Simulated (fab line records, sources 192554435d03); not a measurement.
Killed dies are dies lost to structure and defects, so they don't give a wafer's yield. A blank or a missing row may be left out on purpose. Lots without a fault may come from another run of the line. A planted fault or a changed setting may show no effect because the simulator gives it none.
fab line records | flow n5_finfet
record lots=7 wafers=21
route steps=1938 shown MIM_TOP_LITHO@1843
start_h: hours from the record's first day to the start of the lot's first wafer shown | wait_h: hours since the lot's step before | " the same as in the row above | L1.1+2: a row that stands for several wafers | - no value, or no start given | * or withheld: withheld | < > ~ a bound
route shown NAME@n: a module of which the file shows steps, and the number in the route of the first | usual: mean/standard deviation of fault-free wafers | same: alike in all rows | chamber/n: place in a boat | sites: the reading at each site | _std_site: their standard deviation | _edge_site: outer sites' mean less inner sites' | radius_mm: how far each site lies from the wafer's centre | mask NAME#n: copy n | behind: the tool/chamber that last shaped the wafer | hold: why the lot was held/for how many hours/how that ended | device: the transistor (n, p or np) that didn't switch | end of line: the same wafers' tests at the end of the route | a step without rows: its recipe alone | killed: dies lost to structure and defects at the first sort, not the wafer's yield | map: a wafer's dies, x killed, . not, _ none there
set.NAME: the setting as run; set.NAME@STEP: as run at that earlier step | model.NAME: the simulator's own value behind a step, which no gauge read
lots whose settings were changed on purpose; a table a step, a row a wafer
## steps
# step N5_MIM_TOP_LITHO_EXPOSE_05
# recipe mask_id=MIM_TOP na=0.55 source_shape=conventional sigma_outer=0.8 polarization=unpolarized target_cd_nm=2000 dose_mj=20.5
# columns lot.wafer tool chamber start_h wait_h mask set.dose_mj
L076.1+5 krf_scanner-02 0 269.58 - MIM_TOP#0 19.16
L076.4 " 0 " " MIM_TOP#0 20.5
L085.1+5 krf_scanner-01 0 327.16 - MIM_TOP#0 19.35
L085.3 " 0 " " MIM_TOP#0 20.5
L084.1+5 krf_scanner-02 0 332.84 - MIM_TOP#0 20.5
L084.4 " 0 " " MIM_TOP#0 20.11
L086.2+4+5 krf_scanner-01 0 333.92 - MIM_TOP#0 20.5
L088.1+4+6 krf_scanner-01 0 338.82 - MIM_TOP#0 20.5
L089.2+3+6 krf_scanner-01 0 349.75 - MIM_TOP#0 20.5
L091.1 krf_scanner-02 0 377.06 - MIM_TOP#0 20.5
L091.4+6 " 0 " " MIM_TOP#0 19.88
# step N5_MIM_TOP_LITHO_PEB_06
# recipe peb_temp_c=withheld peb_time_s=*
# step N5_MIM_TOP_LITHO_DEVELOP_07
# recipe develop_time_s=60 rinse_liquid=diw dry=air_spin dev_temp_c=21
# step N5_MIM_TOP_LITHO_HARDBAKE_09
# recipe temp_c=130 time_s=120
# step N5_MIM_TOP_LITHO_CD_MEAS_08
# recipe target_cd_nm=2000 landing_energy_ev=500 detector=se_inlens
# usual cd_nm=1999.5/1.8
# columns lot.wafer tool chamber start_h wait_h set.dose_mj@MIM_TOP_LITHO_EXPOSE_05 cd_nm
L076.1 cd_sem-01 0 269.75 - 19.16 2015.3
L076.4 " 0 " " 20.5 2001.8
L076.5 " 0 " " 19.16 2011.6
L085.1 cd_sem-03 0 327.34 - 19.35 2010.4
L085.3 " 0 " " 20.5 1996.8
L085.5 " 0 " " 19.35 2009.5
L084.1 cd_sem-02 0 333.02 - 20.5 1999.7
L084.4 " 0 " " 20.11 2000.5
L084.5 " 0 " " 20.5 1998.4
L086.2 cd_sem-01 0 334.10 - 20.5 2003.0
L086.4 " 0 " " 20.5 2001.9
L086.5 " 0 " " 20.5 2002.5
L088.1 cd_sem-03 0 339.00 - 20.5 2002.9
L088.4 " 0 " " 20.5 1996.6
L088.6 " 0 " " 20.5 2000.7
L089.2 cd_sem-01 0 349.92 - 20.5 1998.8
L089.3 " 0 " " 20.5 1998.6
L089.6 " 0 " " 20.5 1998.3
L091.1 cd_sem-01 0 377.23 - 20.5 1997.2
L091.4 " 0 " " 19.88 2004.0
L091.6 " 0 " " 19.88 2004.5
# step N5_MIM_TOP_LITHO_DESCUM_10
# recipe chemistry=O2 time_s=7.9 source_power_w=50 bias_power_w=20 pressure_mtorr=20 rf_frequency_hz=2.712e+07 temp_c=40 o2_flow_sccm=225
# columns lot.wafer tool chamber start_h wait_h set.dose_mj@MIM_TOP_LITHO_EXPOSE_05 model.MIM_TOP_LITHO.cd_nm
L076.1 rie_diel-03 3 269.86 0.0 19.16 2016
L076.4 " 0 " " 20.5 2002
L076.5 " 0 " " 19.16 2012
L085.1 rie_diel-03 1 328.90 1.5 19.35 2011
L085.3 " 2 " " 20.5 -
L085.5 " 3 " " 19.35 2009
L084.1 rie_diel-04 3 334.62 1.5 20.5 2000
L084.4 " 0 " " 20.11 2001
L084.5 " 0 " " 20.5 1998
L086.2+5 rie_diel-03 2,0 335.63 1.5 20.5 2003
L086.4 " 1 " " 20.5 2002
L088.1 rie_diel-04 2 339.98 0.9 20.5 2003
L088.4 " 3 " " 20.5 1997
L088.6 " 3 " " 20.5 2001
L089.2+3 rie_diel-04 3,1 350.35 0.4 20.5 1999
L089.6 " 1 " " 20.5 1998
L091.1 rie_diel-03 1 377.81 0.5 20.5 1998
L091.4 " 0 " " 19.88 2004
L091.6 " 1 " " 19.88 2005
## key
split step=N5_MIM_TOP_LITHO_EXPOSE_05 setting=dose_mj stated=20.5 by=wafer
response step=N5_MIM_TOP_LITHO_CD_MEAS_08 reading=cd_nm change=-2 per=1% r=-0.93
response step=N5_MIM_TOP_LITHO_DESCUM_10 reading=model.MIM_TOP_LITHO.cd_nm change=-1.83 per=1% r=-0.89
